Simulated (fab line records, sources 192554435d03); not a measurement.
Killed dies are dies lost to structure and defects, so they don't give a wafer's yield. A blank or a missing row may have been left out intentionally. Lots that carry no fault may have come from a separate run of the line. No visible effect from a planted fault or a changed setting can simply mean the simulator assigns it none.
Lot-split experiment ; flow n5-finfet ; 7 lots, 21 wafers read, on a route of 1938 steps

== ABOUT THE SPLIT ==
At N5_BEOL_M3_COAT_05 (resist thk 30 nm), the setting spin-rpm was moved away from the recipe's 1500 rpm on 8 of the 21 wafers read, by -8.5% to +8.9%. The other wafers ran this setting at the recipe's value.

== FROM THE SPLIT TO THE READING: what the file shows between them, 4 steps ==
- N5_BEOL_M3_EBR_07
- N5_BEOL_M3_SOFTBAKE_06: time 60 s
- N5_BEOL_M3_EXPOSE_08: exposes mask M3
- N5_BEOL_M3_PEB_09: peb time 60 s

== THE READING ==
CAR-EUV_of_BEOL_M3_COAT_05.thk-nm (the simulator's own value, which no gauge read), in nm, at N5_BEOL_M3_DEVELOP_10 (develop time 30 s). There is no usual value for it anywhere in the file. Across the 13 wafers here that went through the recipe, the average is 29.5 nm and the standard deviation 0.12 nm.

wafer;tool, chamber at the split;spin-rpm as run, rpm;against the recipe;CAR-EUV_of_BEOL_M3_COAT_05.thk-nm, nm;against lot-mates on the recipe
L078.3;litho-track-04, 0;1633;+8.9%;28.2;no lot-mate on the recipe
L078.4;litho-track-04, 0;1633;+8.9%;28.2;no lot-mate on the recipe
L078.6;litho-track-04, 0;1633;+8.9%;28.2;no lot-mate on the recipe
L085.2;litho-track-05, 0;1500;recipe;29.6;-
L085.3;litho-track-05, 0;1500;recipe;29.8;-
L085.5;litho-track-05, 0;1401;-6.6%;30.8;+1.1
L084.1;litho-track-04, 0;1500;recipe;29.4;-
L084.3;litho-track-04, 0;1500;recipe;29.4;-
L084.5;litho-track-04, 0;1383;-7.8%;30.6;+1.2
L087.1;litho-track-05, 0;1500;recipe;29.6;-
L087.2;litho-track-05, 0;1500;recipe;29.6;-
L087.6;litho-track-05, 0;1500;recipe;29.6;-
L091.1;litho-track-01, 0;1424;-5.1%;30.2;+0.8
L091.5;litho-track-01, 0;1424;-5.1%;30.2;+0.8
L091.3;litho-track-01, 0;1500;recipe;29.4;-
L096.1;litho-track-01, 0;1500;recipe;29.6;-
L096.4;litho-track-01, 0;1500;recipe;29.6;-
L096.5;litho-track-01, 0;1500;recipe;29.6;-
L097.1;litho-track-04, 0;1500;recipe;29.4;-
L097.2;litho-track-04, 0;1500;recipe;29.4;-
L097.4;litho-track-04, 0;1372;-8.5%;30.8;+1.4

THE FIT
A straight line over all 21 wafers: CAR-EUV_of_BEOL_M3_COAT_05.thk-nm changes by -0.15 nm for each +1% of spin-rpm; r = -0.99; the points scatter about the line by 0.12 nm.
The same after taking each lot's own level away (the mean of its wafers on the recipe; 18 wafers): -0.161 nm for each +1%; r = -1.00; scatter 0.04 nm.
The reading moves by 1.4 nm for the largest change in spin-rpm, on that fit.
Across the lots, their own levels run from 29.40 to 29.70 nm, a range of 2.5 times the standard deviation given above.
Consequently the slope shifts little with the lot-to-lot level, the two slopes agreeing.
Check: +1.35 nm against its lot-mates is what the line predicts for one of the wafers moved furthest among these (-8.5%) when that wafer is left out of the fit. It came out at +1.4 nm against them.

== FURTHER SPLITS ON THESE WAFERS ==
Other splits were also applied to these wafers ahead of the reading. Each is held against what the fit with the lots' levels taken away leaves over:
other split on the same wafers;wafers away from the commonest value;r with CAR-EUV_of_BEOL_M3_COAT_05.thk-nm (lot level and that fit taken away)
N5_BEOL_M1_ETCH_70 source-w;6;-0.55
N5_BEOL_M2_ILD_DEP_00 time-s;7;+0.04
N5_BEOL_M2_DEP_57 time-s;7;+0.57

== THE WHOLE CHAIN: every reading that the file lists as answering this split, in the file's order ==
step;what it does;reading;change (the file's fit);r (the file's)
N5_BEOL_M3_COAT_05;resist thk 30 nm;CAR-EUV_of_BEOL_M3_COAT_05.thk-nm (the simulator's own value, which no gauge read);-0.147 nm for each +1% of the setting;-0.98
N5_BEOL_M3_DEVELOP_10;develop time 30 s;CAR-EUV_of_BEOL_M3_COAT_05.thk-nm (the simulator's own value, which no gauge read);-0.161 nm for each +1% of the setting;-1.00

== FILE'S OWN FIT ==
CAR-EUV_of_BEOL_M3_COAT_05.thk-nm changes by -0.161 nm for each +1% of spin-rpm, r = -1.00.
